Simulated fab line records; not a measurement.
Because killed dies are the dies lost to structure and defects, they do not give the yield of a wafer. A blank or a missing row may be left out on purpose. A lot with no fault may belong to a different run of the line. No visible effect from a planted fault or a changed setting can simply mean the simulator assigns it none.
Split-lot experiment	flow n5_finfet	on a route of 1938 steps: 7 lots, 39 wafers read

## THE SPLIT
At N5_BEOL_M12_SPUTTER_44 (material Ta, target thk 10 nm, time 16.13 s), the setting time_s was moved away from the recipe's 16.13 s on 6 of the 39 wafers read, by -33.2% to -24.7%. All remaining wafers had this setting at the recipe value.

## FROM THE SPLIT TO THE READING: what the file shows between them, 3 steps
- N5_BEOL_M12_SPUTTER_45: material Cu, target thk 80 nm, time 13.33 s
- N5_BEOL_M12_ECD_47: material Cu, target thk 720 nm
- N5_BEOL_M12_ANNEAL_48: time 90 s

## THE READING
barrier_field_endpoint_s, in s, at N5_BEOL_M12_CMP_49 (polishes, stops on SiOC, t overpolish 20.6 s, target thk 320 nm). Typical for fault-free wafers on this fab line: 30.1 s, with standard deviation 0.78 s.

wafer	tool, chamber at the split	time_s as run, s	against the recipe	barrier_field_endpoint_s, s	against lot-mates on the recipe
L075.3	pvd_sputter-01, -	16.13	recipe	30.8	-
L075.2	pvd_sputter-01, -	16.13	recipe	29.7	-
L075.1	pvd_sputter-01, -	16.13	recipe	29.5	-
L075.4	pvd_sputter-01, -	16.13	recipe	30.6	-
L075.5	pvd_sputter-01, -	16.13	recipe	30.5	-
L075.6	pvd_sputter-01, -	16.13	recipe	30.2	-
L077.3	pvd_sputter-01, -	16.13	recipe	29.2	-
L077.2	pvd_sputter-01, -	10.78	-33.2%	25.3	-3.9
L077.4	pvd_sputter-01, -	10.78	-33.2%	25.0	-4.2
L077.1	pvd_sputter-01, -	16.13	recipe	29.4	-
L077.6	pvd_sputter-01, -	16.13	recipe	28.9	-
L077.5	pvd_sputter-01, -	10.78	-33.2%	25.5	-3.7
L081.3	pvd_sputter-02, -	16.13	recipe	29.6	-
L081.2	pvd_sputter-02, -	16.13	recipe	29.6	-
L081.4	pvd_sputter-02, -	16.13	recipe	30.2	-
L081.1	pvd_sputter-02, -	16.13	recipe	30.1	-
L081.5	pvd_sputter-02, -	16.13	recipe	30.4	-
L081.6	pvd_sputter-02, -	16.13	recipe	29.8	-
L082.1	pvd_sputter-01, -	16.13	recipe	29.6	-
L082.3	pvd_sputter-01, -	16.13	recipe	29.1	-
L082.5	pvd_sputter-01, -	16.13	recipe	30.3	-
L091.1	pvd_sputter-03, -	16.13	recipe	30.3	-
L091.3	pvd_sputter-03, -	16.13	recipe	30.2	-
L091.4	pvd_sputter-03, -	16.13	recipe	30.2	-
L091.2	pvd_sputter-03, -	16.13	recipe	30.2	-
L091.5	pvd_sputter-03, -	16.13	recipe	29.8	-
L091.6	pvd_sputter-03, -	16.13	recipe	30.2	-
L095.4	pvd_sputter-03, -	16.13	recipe	31.6	-
L095.3	pvd_sputter-03, -	16.13	recipe	30.9	-
L095.2	pvd_sputter-03, -	16.13	recipe	31.7	-
L095.1	pvd_sputter-03, -	16.13	recipe	30.8	-
L095.5	pvd_sputter-03, -	16.13	recipe	31.0	-
L095.6	pvd_sputter-03, -	16.13	recipe	31.1	-
L094.2	pvd_sputter-01, -	12.14	-24.7%	28.0	-2.6
L094.4	pvd_sputter-01, -	16.13	recipe	30.6	-
L094.1	pvd_sputter-01, -	12.14	-24.7%	27.7	-2.9
L094.3	pvd_sputter-01, -	16.13	recipe	30.3	-
L094.6	pvd_sputter-01, -	16.13	recipe	30.8	-
L094.5	pvd_sputter-01, -	12.14	-24.7%	28.4	-2.2

THE FIT
A straight line over all 39 wafers: barrier_field_endpoint_s changes by +0.128 s for each +1% of time_s; r = +0.89; the points scatter about the line by 0.72 s.
The same after taking each lot's own level away (the mean of its wafers on the recipe; 39 wafers): +0.112 s for each +1%; r = +0.96; scatter 0.34 s.
That fit puts the effect of the largest move of time_s on the reading at 3.7 s.
The span of the lots' own levels, 29.17 to 31.18 s, comes to 2.6 times the standard deviation stated above.
So the lot-to-lot level changes the slope: the two fits differ.
Check: with one of the wafers moved furthest among these (-33.2%) left out of the fit, the line predicts -3.68 s for it against its lot-mates. Against them it came out at -3.87 s.

## OTHER SPLITS APPLIED TO THESE WAFERS
Other splits were also applied to these wafers ahead of the reading. Each is held against what the fit with the lots' levels taken away leaves over:
other split on the same wafers	wafers away from the commonest value	r with barrier_field_endpoint_s (lot level and that fit taken away)
N5_GATE_CUT_HM_DEP_46 time_s	9	+0.12
N5_MOL_CONTACT_COAG_ALD_133 ald_cycles	12	+0.00
N5_BEOL_M0_CUTY_DESCUM_61 time_s	12	-0.07
N5_BEOL_M8_ETCH_66 target_depth_a	12	+0.22
N5_BEOL_M9_PECVD_70 time_s	18	-0.12

## THE WHOLE CHAIN: every reading that the file lists as answering this split, in the file's order
step	what it does	reading	change (the file's fit)	r (the file's)
N5_BEOL_M12_SPUTTER_44	material Ta, target thk 10 nm, time 16.13 s	Ta_of_BEOL_M12_SPUTTER_44.thk_nm (the simulator's own value, which no gauge read)	+0.102 nm for each +1% of the setting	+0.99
N5_BEOL_M12_CMP_49	polishes, stops on SiOC, t overpolish 20.6 s, target thk 320 nm	barrier_field_endpoint_s	+0.113 s for each +1% of the setting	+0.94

## THE FILE'S OWN FIT
barrier_field_endpoint_s changes by +0.113 s for each +1% of time_s, r = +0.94.
